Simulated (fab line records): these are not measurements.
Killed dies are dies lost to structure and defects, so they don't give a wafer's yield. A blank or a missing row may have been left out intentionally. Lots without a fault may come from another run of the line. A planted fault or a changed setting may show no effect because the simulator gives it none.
Struck lot and sound lot, side by side | flow n5Finfet | 40 steps out of a route of 1938
Sound: these wafers, L962.1, L962.3, L962.4. Struck: wafers L966.2, L966.4, L966.6. The cause is given at the end.
For every step that has rows: the tool of each side, followed by ch and its chambers, followed by its first start. Under that, the readings that differ: sound wafers | struck wafers | difference of the means | sigmas: that difference in standard deviations of wafers without a fault.
alike: words and numbers the same on both sides, and readings whose means are apart by under 2 such deviations; not compared: readings that were withheld, readings missing a value for some wafer, numbers with overlapping values and no deviation given by the record, and bounds like >300 which may hide the same value.
The two part at a step that has a row with sigmas, a row that says differs or no value, or rows on one side only. Numbers that don't overlap but have no deviation are shown without sigmas and don't part them. A reading that every wafer of one side lacks parts them only if that side has two wafers or more.

first, 12 steps without rows for these wafers: N5_HKMG_FIN_ETCH_54 (etches SiARC in CF4, target depth 45.5 nm, time 75.8 s); N5_HKMG_FIN_ETCH_55 (etches SOC in N2/H2, target depth 240 nm, time 300 s); N5_HKMG_FIN_STRIP_56 (strips in N2/H2); N5_HKMG_FIN_STRIP_57 (strips in CF4); N5_HKMG_FIN_ETCH_58 (etches SOC in N2/H2, target depth 215.8 nm, time 741 s); N5_HKMG_FIN_STRIP_93 (strips SOC in N2/H2, time 20 s); N5_HKMG_FIN_WET_ETCH_76 (etches Al2O3 in dNH4OH, stops on La2O3, target depth 2.25 nm, rinse time 30 s); N5_HKMG_FIN_STRIP_60 (strips in N2/H2, time 360 s); N5_HKMG_FIN_WET_ETCH_77 (etches La2O3 in dHCl, stops on HfO2, target depth 2 nm); N5_HKMG_FIN_WET_ETCH_78 (etches Al2O3 in dNH4OH, stops on La2O3, target depth 4.5 nm, rinse time 30 s); N5_HKMG_FIN_ALD_79 (deposits TiN, target thk 1.5 nm, pulse time 1 s, purge time 3 s); N5_HKMG_FIN_CVD_62 (deposits a-Si from Si2H6, target thk 3 nm, time 20.8 s).
N5_HKMG_FIN_RTA_80: time 2 s.
  sound on rtpAnneal-02 ch 0, day 5 05:52; struck on rtpAnneal-01 ch 0, day 6 03:30
then, 25 steps without rows for these wafers: N5_HKMG_FIN_PRECLEAN_64 (cleans in dHF, time 30 s); N5_HKMG_FIN_WET_ETCH_65 (etches a-Si in TMAH, stops on TiN, time 49 s, target depth 3 nm); N5_HKMG_FIN_WET_ETCH_81 (etches TiN in SC1, stops on HfO2, time 57 s, target depth 6 nm); N5_HKMG_FIN_WET_ETCH_82 (etches La2O3 in dHCl, stops on HfO2, target depth 2 nm, rinse time 30 s); N5_HKMG_FIN_ALD_36 (deposits TiN, target thk 1 nm, pulse time 1 s, purge time 3 s); N5_HKMG_FIN_PWFM_ALD_03 (deposits TiN, target thk 2 nm, pulse time 1 s, purge time 3 s); N5_HKMG_FIN_COAT_29 (time 60 s, resist thk 300 nm); N5_HKMG_FIN_COAT_30 (time 60 s, resist thk 35 nm); N5_HKMG_FIN_COAT_06 (resist thk 90 nm); N5_HKMG_FIN_EBR_08; N5_HKMG_FIN_SOFTBAKE_07 (time 60 s); N5_HKMG_FIN_EXPOSE_09 (exposes mask NWFM); N5_HKMG_FIN_PEB_10 (peb time 60 s); N5_HKMG_FIN_DEVELOP_11 (develop time 30 s); N5_HKMG_FIN_DESCUM_17 (chemistry O2, time 7.9 s); N5_HKMG_FIN_ETCH_31 (etches SiARC in CF4, target depth 45.5 nm, time 75.8 s); N5_HKMG_FIN_ETCH_32 (etches SOC in N2/H2, target depth 240 nm, time 300 s); N5_HKMG_FIN_STRIP_33 (strips in N2/H2); N5_HKMG_FIN_STRIP_34 (strips in CF4); N5_HKMG_FIN_ETCH_35 (etches SOC in N2/H2, target depth 215.8 nm, time 243.4 s); N5_HKMG_FIN_STRIP_92 (strips SOC in N2/H2, time 20 s); N5_HKMG_FIN_WET_ETCH_18 (etches TiN in SC1, time 55 s, target depth 5.2 nm, rinse time 30 s); N5_HKMG_FIN_STRIP_19 (strips in N2/H2, time 360 s); N5_HKMG_FIN_ALD_91 (deposits TiN, target thk 1 nm, pulse time 1 s, purge time 3 s); N5_HKMG_FIN_COAT_85 (time 60 s, resist thk 300 nm).
-- the record jumps here: 4 days lie between the struck wafers' starts before and after (it left off in module HKMG_FIN and takes up again in module BEOL_M4, whose first step shown is number 1111 of the route) --
N5_BEOL_M4_RC_MEAS_101:
  sound on prober-01 ch 0, day 9 17:58; struck on prober-01 ch 0, day 10 11:53
reading        | sound                | struck               | difference | sigmas
IOFF_N (nA/um) | 0.160 0.154 0.143    | 0.186 0.267 0.202    | +0.066     | +2
ION_N (uA/um)  | 665 659 668          | 676 701 694          | +26        | +2
VT_N_LVT (mV)  | 98 100 100           | 82 78 82             | -19        | -6
VT_P (mV)      | -249.1 -250.7 -248.4 | -260.7 -257.8 -260.3 | -10.2      | -4
VT_P_LONG (mV) | -273 -272 -271       | -286 -289 -286       | -15        | -5
  alike: DIBL_N, DIBL_P, IOFF_P, ION_P, SS_N, SS_P, VT_N
-- record jumps: 4 days separate the struck wafers' starts on either side; left off in module BEOL_M4, taken up again in module PASSIVATION, whose first shown step is the route's number 1936 --
N5_PASSIVATION_PROBE_49:
  struck on prober-01, day 14 13:37; sound on prober-02, day 14 10:44
reading              | sound | struck   | difference | sigmas
sort_bin_8_speed (%) | 0 0 0 | 0.17 0 0 | +0.06      | +2
  alike: defectLimitedYield, killed_at_M0_to_M3, killed_at_M4_up, killedAtContacts, killedAtFrontEnd, killedAtOther, killedDies, killedOpen, killedShort, sort_bin_5_function, sort_bin_6_memory, sortNPass, sortYieldPct
  not compared: sort_bin_4_leakage

WHERE THEY PART
First at N5_BEOL_M4_RC_MEAS_101; last, within this record, at N5_PASSIVATION_PROBE_49.

WHY: what had been put in by the simulator
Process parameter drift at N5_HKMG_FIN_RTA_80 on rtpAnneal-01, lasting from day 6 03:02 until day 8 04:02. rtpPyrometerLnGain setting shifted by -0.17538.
